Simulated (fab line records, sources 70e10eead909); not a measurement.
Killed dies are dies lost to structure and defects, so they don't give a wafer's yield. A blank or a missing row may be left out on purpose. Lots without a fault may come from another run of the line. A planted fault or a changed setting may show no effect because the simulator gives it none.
fab line records | flow nand_harc | part 2 of 2: steps 5 to 6 of 6
record lots=20 wafers=60 last_day=24
route steps=1159 shown A_CHANNEL_HOLE_D1@483 A_CHANNEL_FILL_D1@500 A_STAIRCASE@587
lots that met no fault: from a run of the same line without faults
start_h: hours from the record's first day to the start of the lot's first wafer shown | wait_h: hours since the lot's step before | " the same as in the row above | L1.1+2: a row that stands for several wafers | - no value, or no start given | * or withheld: withheld | < > ~ a bound
route shown NAME@n: a module of which the file shows steps, and the number in the route of the first | usual: mean/standard deviation of fault-free wafers | same: alike in all rows | chamber/n: place in a boat | sites: the reading at each site | _std_site: their standard deviation | _edge_site: outer sites' mean less inner sites' | radius_mm: how far each site lies from the wafer's centre | mask NAME#n: copy n | behind: the tool/chamber that last shaped the wafer | hold: why the lot was held/for how many hours/how that ended | device: the transistor (n, p or np) that didn't switch | end of line: the same wafers' tests at the end of the route | a step without rows: its recipe alone | killed: dies lost to structure and defects at the first sort, not the wafer's yield | map: a wafer's dies, x killed, . not, _ none there
set.NAME: the setting as run; set.NAME@STEP: as run at that earlier step | model.NAME: the simulator's own value behind a step, which no gauge read
steps of the route over a sample of lots; a table a step, a row a wafer
services: from which hour (start_h, from the record's first day; less than 0 if before it) a tool's chamber was out of use, for how many hours, and why
## steps
# step NHARC_A_STAIRCASE_TRIM_193
# recipe time_s=211.2 o2_flow_sccm=500 ar_flow_sccm=0 bias_w=0 chemistry=O2
# usual drypump_motor_current_A=5.6/0.52 mfc_ar_sccm=0.008/0.013 o2_flow_sccm=500.1/1.5 oes_product_au=1.002/0.0079 rf_vpp_V=57.8/0.89 showerhead_plenum_p_Torr=3.51/0.16 throttle_valve_pct=17.035/0.0098
# same bias_w=0
# columns lot.wafer tool chamber start_h wait_h drypump_motor_current_A mfc_ar_sccm o2_flow_sccm oes_product_au rf_hours_counter_h rf_vpp_V showerhead_plenum_p_Torr throttle_valve_pct
L076.2 rie_diel-04 1 - - 6.2 0.006 502.3 1.008 46 55.9 3.41 17.035
L076.3 " 2 " " 5.7 0.005 499.0 1.008 50 58.9 3.46 17.050
L076.5 " 3 " " 5.3 0 502.1 0.999 - 58.1 3.66 17.049
L075.3 rie_diel-11 0 - - 5.1 0.034 501.2 1.016 25 57.6 3.30 17.042
L075.1 " 2 " " 4.8 0 500.5 1.005 25 59.3 3.70 17.026
L075.6 " 0 " " 5.1 0.034 497.8 1.009 - 57.6 3.30 17.039
L078.3 rie_diel-12 2 - - 5.8 0.010 499.3 1.001 16 58.3 3.53 17.029
L078.6 " 2 " " 5.8 0.010 500.3 1.003 - 58.1 3.53 17.043
L078.5 " 3 " " 6.0 0 503.2 1.001 - 58.3 3.66 17.037
L077.1 rie_diel-11 1 - - 6.3 0 498.9 1.002 29 58.4 3.36 17.034
L077.3 " 3 " " 6.0 0 500.4 0.996 30 57.9 3.75 17.041
L077.5 " 2 " " 4.8 0 500.3 0.996 - 57.9 3.70 17.035
L079.3 rie_diel-04 1 - - 6.2 0.006 500.2 0.994 54 59.0 3.40 17.033
L079.1 " 2 " " 5.7 0.005 500.9 0.996 58 57.5 3.45 17.034
L079.2 " 0 " " 5.0 0 503.7 1.004 28 56.9 3.33 17.021
L081.4 rie_diel-11 1 - - 6.4 0 499.3 1.001 34 56.9 3.36 17.024
L081.5 " 3 " " 6.0 0 501.1 0.986 - 59.1 3.75 17.039
L081.6 " 0 " " 5.1 0.034 498.3 1.004 - 56.4 3.30 17.039
L083.2 rie_diel-11 2 - - 4.9 0 499.3 1.014 40 57.9 3.69 17.022
L083.4 " 3 " " 5.9 0 499.8 0.999 40 57.7 3.75 17.057
L083.3 " 0 " " 5.1 0.034 500.4 1.000 39 56.9 3.30 17.044
L082.3 rie_diel-12 2 - - 5.8 0.010 500.7 0.999 28 58.7 3.52 17.039
L082.4 " 0 " " 5.8 0 501.1 0.995 27 57.4 3.52 17.038
L082.6 " 2 " " 5.8 0.010 499.8 0.991 - 58.4 3.52 17.038
L085.3 rie_diel-04 1 - - 6.2 0.006 500.6 1.007 1 58.7 3.40 17.050
L085.1 " 0 " " 5.0 0 499.0 1.012 6 56.3 3.32 17.039
L085.5 " 1 " " 6.2 0.006 501.3 1.007 - 56.6 3.40 17.032
L087.3 rie_diel-12 2 - - 5.8 0.010 500.8 0.989 34 59.1 3.52 17.035
L087.2 " 1 " " 5.0 0.034 498.1 0.980 33 57.4 3.36 17.055
L087.5 " 2 " " 5.8 0.010 502.7 0.989 - 57.3 3.52 17.038
L086.1 rie_diel-04 3 - - 5.3 0 498.2 1.010 9 57.2 3.65 17.033
L086.3 " 1 " " 6.1 0.006 501.0 1.003 4 58.3 3.40 17.038
L086.5 " 3 " " 5.3 0 501.7 1.001 - 58.8 3.65 17.018
L089.3 rie_diel-11 0 - - 5.1 0.034 499.9 1.019 52 57.6 3.29 17.040
L089.4 " 1 " " 6.4 0 500.6 1.005 55 56.2 3.35 17.043
L089.5 " 0 " " 5.1 0.034 497.8 1.005 - 58.4 3.29 17.015
L084.3 rie_diel-12 1 - - 5.0 0.034 498.4 0.986 38 57.2 3.35 17.027
L084.2 " 2 " " 5.7 0.010 500.5 0.998 39 58.4 3.52 17.033
L084.4 " 0 " " 5.8 0 501.3 1.003 39 57.5 3.51 17.028
L088.3 rie_diel-11 3 - - 5.9 0 504.1 1.013 54 58.8 3.74 17.030
L088.1 " 0 " " 5.1 0.034 500.2 1.005 54 56.8 3.29 17.028
L088.6 " 2 " " 4.8 0 498.8 1.024 - 58.9 3.68 17.024
L090.2 rie_diel-12 2 - - 5.8 0.010 499.7 0.991 43 57.1 3.51 17.047
L090.3 " 0 " " 5.7 0 500.3 0.994 43 57.0 3.51 17.038
L090.1 " 1 " " 5.0 0.034 501.7 0.990 43 56.3 3.35 17.028
L094.1 rie_diel-12 1 - - 5.0 0.034 499.7 0.996 48 57.3 3.35 17.046
L094.3 " 0 " " 5.7 0 503.1 1.009 49 57.7 3.51 17.041
L094.5 " 1 " " 5.0 0.034 499.3 0.999 - 57.5 3.35 17.031
L091.4 rie_diel-11 2 - - 4.8 0 499.8 1.000 61 57.6 3.68 17.046
L091.6 " 1 " " 6.4 0 497.6 1.009 - 56.1 3.35 17.029
L091.5 " 2 " " 4.8 0 502.3 1.004 - 57.8 3.68 17.042
L092.2 rie_diel-11 0 - - 5.1 0.034 499.1 1.009 64 58.8 3.28 17.016
L092.1 " 3 " " 5.9 0 499.9 0.995 62 57.1 3.74 17.037
L092.6 " 1 " " 6.4 0 500.2 1.005 - 58.3 3.34 17.012
L096.1 rie_diel-04 1 - - 6.2 0.006 502.5 1.010 23 56.3 3.39 17.032
L096.4 " 2 " " 5.7 0.005 501.7 1.000 27 56.4 3.44 17.052
L096.3 " 3 " " 5.3 0 500.1 1.006 29 58.9 3.64 17.042
L097.3 rie_diel-11 2 380.09 - 4.8 0 500.1 0.999 1 57.6 3.68 17.037
L097.2 " 0 " " 5.1 0.034 498.6 1.005 1 58.8 3.81 17.030
L097.6 " 2 " " 4.8 0 500.7 1.011 - 59.2 3.67 17.042
# step NHARC_A_STAIRCASE_TRIM_222
# recipe time_s=211.2 o2_flow_sccm=500 ar_flow_sccm=0 bias_w=0 chemistry=O2
# usual drypump_motor_current_A=5.6/0.51 mfc_ar_sccm=0.006/0.011 o2_flow_sccm=500.1/1.3 oes_product_au=1.001/0.0077 rf_vpp_V=57.5/0.82 showerhead_plenum_p_Torr=3.48/0.15 throttle_valve_pct=17.037/0.0095
# same bias_w=0
# columns lot.wafer tool chamber start_h wait_h drypump_motor_current_A mfc_ar_sccm o2_flow_sccm oes_product_au rf_hours_counter_h rf_vpp_V showerhead_plenum_p_Torr throttle_valve_pct
L076.3 rie_diel-04 0 - - 5.1 0 500.1 0.996 22 56.7 3.33 17.058
L076.2 " 1 " " 6.2 0.006 500.6 1.000 47 58.4 3.41 17.044
L076.5 " 0 " " 5.0 0 501.1 0.999 - 57.4 3.33 17.025
L075.3 rie_diel-04 2 - - 5.7 0.005 500.6 0.995 51 57.2 3.46 17.023
L075.1 " 1 " " 6.2 0.006 500.9 0.990 48 57.3 3.41 17.029
L075.6 " 2 " " 5.7 0.005 499.6 0.995 - 57.2 3.46 17.045
L078.3 rie_diel-11 2 - - 4.8 0 500.4 1.000 30 57.4 3.70 17.053
L078.6 " 0 " " 5.1 0.034 501.4 1.012 - 56.5 3.30 17.026
L078.5 " 1 " " 6.4 0 500.6 1.012 - 57.2 3.36 17.038
L077.1 rie_diel-04 3 - - 5.3 0 499.6 0.989 54 58.4 3.66 17.029
L077.3 " 1 " " 6.2 0.006 499.1 0.987 52 58.1 3.40 17.030
L077.5 " 3 " " 5.3 0 501.5 0.991 - 57.2 3.66 17.055
L079.2 rie_diel-04 2 - - 5.7 0.005 499.6 1.009 60 57.5 3.45 17.031
L079.1 " 3 " " 5.3 0 500.6 0.985 57 58.1 3.66 17.040
L079.3 " 0 " " 5.0 0 499.6 1.013 31 58.5 3.32 17.037
L081.4 rie_diel-11 0 - - 5.1 0.034 500.6 0.999 35 57.1 3.30 17.040
L081.6 " 0 " " 5.1 0.034 498.7 1.003 - 56.7 3.30 17.051
L081.5 " 1 " " 6.4 0 502.3 0.999 - 57.5 3.36 17.036
L082.4 rie_diel-12 0 - - 5.7 0 500.4 0.989 28 58.2 3.52 17.055
L082.3 " 2 " " 5.8 0.010 498.7 1.000 28 58.3 3.52 17.050
L082.6 " 1 " " 5.0 0.034 499.6 0.994 - 56.9 3.36 17.044
L083.3 rie_diel-04 3 - - 5.3 0 498.9 0.999 3 57.7 3.65 17.035
L083.2 " 0 " " 5.1 0 500.6 1.008 3 57.0 3.32 17.053
L083.4 " 2 " " 5.7 0.005 501.5 0.989 - 56.3 3.45 17.043
L085.1 rie_diel-04 0 - - 5.1 0 499.6 0.999 7 57.2 3.32 17.051
L085.3 " 3 " " 5.3 0 498.3 0.995 7 58.8 3.65 17.035
L085.5 " 1 " " 6.2 0.006 499.0 1.000 - 58.4 3.40 17.042
L087.2 rie_diel-12 3 - - 6.0 0 503.9 0.987 38 57.9 3.65 17.039
L087.3 " 0 " " 5.7 0 499.8 0.985 37 57.2 3.51 17.044
L087.5 " 3 " " 6.0 0 500.8 0.993 - 58.4 3.65 17.041
L086.1 rie_diel-11 3 - - 5.9 0 499.3 1.012 51 57.4 3.74 17.025
L086.3 " 1 " " 6.4 0 498.6 1.007 54 57.7 3.35 17.034
L086.5 " 2 " " 4.8 0 500.2 0.998 - 59.1 3.68 17.035
L089.3 rie_diel-04 0 - - 5.0 0 499.9 1.006 13 56.2 3.32 17.037
L089.4 " 2 " " 5.7 0.005 500.5 0.987 12 57.6 3.44 17.035
L089.5 " 1 " " 6.2 0.006 499.8 0.997 - 57.1 3.40 17.043
L084.3 rie_diel-04 0 - - 5.0 0 499.0 1.000 14 58.8 3.32 17.047
L084.2 " 1 " " 6.2 0.006 501.2 1.000 8 57.8 3.40 17.041
L084.4 " 2 " " 5.7 0.005 501.1 0.995 13 57.4 3.44 17.039
L088.3 rie_diel-04 1 - - 6.2 0.006 501.7 1.007 10 57.9 3.39 17.056
L088.1 " 3 " " 5.3 0 501.6 0.994 17 57.8 3.65 17.048
L088.6 " 2 " " 5.7 0.005 501.5 0.988 - 57.9 3.44 17.033
L090.1 rie_diel-11 1 - - 6.4 0 500.2 1.008 60 57.0 3.35 17.042
L090.3 " 2 " " 4.8 0 497.7 1.008 58 57.8 3.68 17.042
L090.2 " 3 " " 6.0 0 499.8 1.011 56 58.9 3.74 17.034
L091.4 rie_diel-04 2 - - 5.7 0.005 500.7 0.991 22 56.0 3.44 17.036
L091.5 " 2 " " 5.7 0.005 500.4 1.002 - 58.6 3.44 17.019
L091.6 " 3 " " 5.3 0 500.9 1.001 - 57.5 3.64 17.040
L094.3 rie_diel-12 3 - - 6.0 0 500.0 0.993 50 58.8 3.64 17.035
L094.1 " 0 " " 5.8 0 501.4 0.991 50 58.8 3.51 17.032
L094.5 " 3 " " 6.0 0 500.2 0.993 - 57.6 3.64 17.042
L092.1 rie_diel-11 1 - - 6.4 0 501.8 1.009 68 56.6 3.34 17.041
L092.2 " 2 " " 4.8 0 499.7 1.013 64 58.0 3.68 17.053
L092.6 " 1 " " 6.4 0 500.0 1.008 - 57.6 3.34 17.033
L096.3 rie_diel-04 0 - - 5.0 0 500.6 1.002 28 58.1 3.31 17.022
L096.1 " 2 " " 5.7 0.005 501.3 1.000 29 57.5 3.43 17.034
L096.4 " 3 " " 5.3 0 501.7 1.003 30 58.0 3.64 17.031
L097.2 rie_diel-04 0 - - 5.1 0 500.5 1.010 32 57.3 3.31 17.029
L097.3 " 1 " " 6.1 0.006 498.3 1.000 28 57.1 3.39 17.037
L097.6 " 2 " " 5.7 0.005 501.6 0.988 - 55.8 3.43 17.030
## services
# columns tool chamber start_h hours kind
rie_diel-04 - 189.46 1.0 repair
rie_diel-11 - 189.82 9.0 pm
rie_diel-12 - 202.53 9.0 pm
rie_diel-06 2 203.96 7.2 repair
rie_diel-03 - 215.30 9.0 pm
rie_diel-11 2 216.06 3.2 repair
rie_diel-04 - 222.71 1.2 repair
rie_diel-06 3 232.60 25.1 repair
rie_diel-03 0 236.58 8.6 repair
rie_diel-06 - 241.20 9.0 pm
rie_diel-03 2 284.21 2.7 repair
rie_diel-06 3 287.97 5.9 repair
rie_diel-04 - 288.90 9.0 pm
xsem-02 - 302.00 14.0 pm
rie_diel-03 - 333.31 0.8 repair
rie_diel-03 1 335.31 4.8 repair
rie_diel-06 1 338.44 15.2 repair
rie_diel-06 0 348.12 8.2 repair
rie_diel-04 2 362.65 7.9 repair
rie_diel-11 2 363.14 3.9 repair
rie_diel-11 - 366.82 9.0 pm
rie_diel-03 - 371.71 0.8 repair
rie_diel-12 - 379.69 9.0 pm
rie_diel-04 3 381.53 3.7 repair
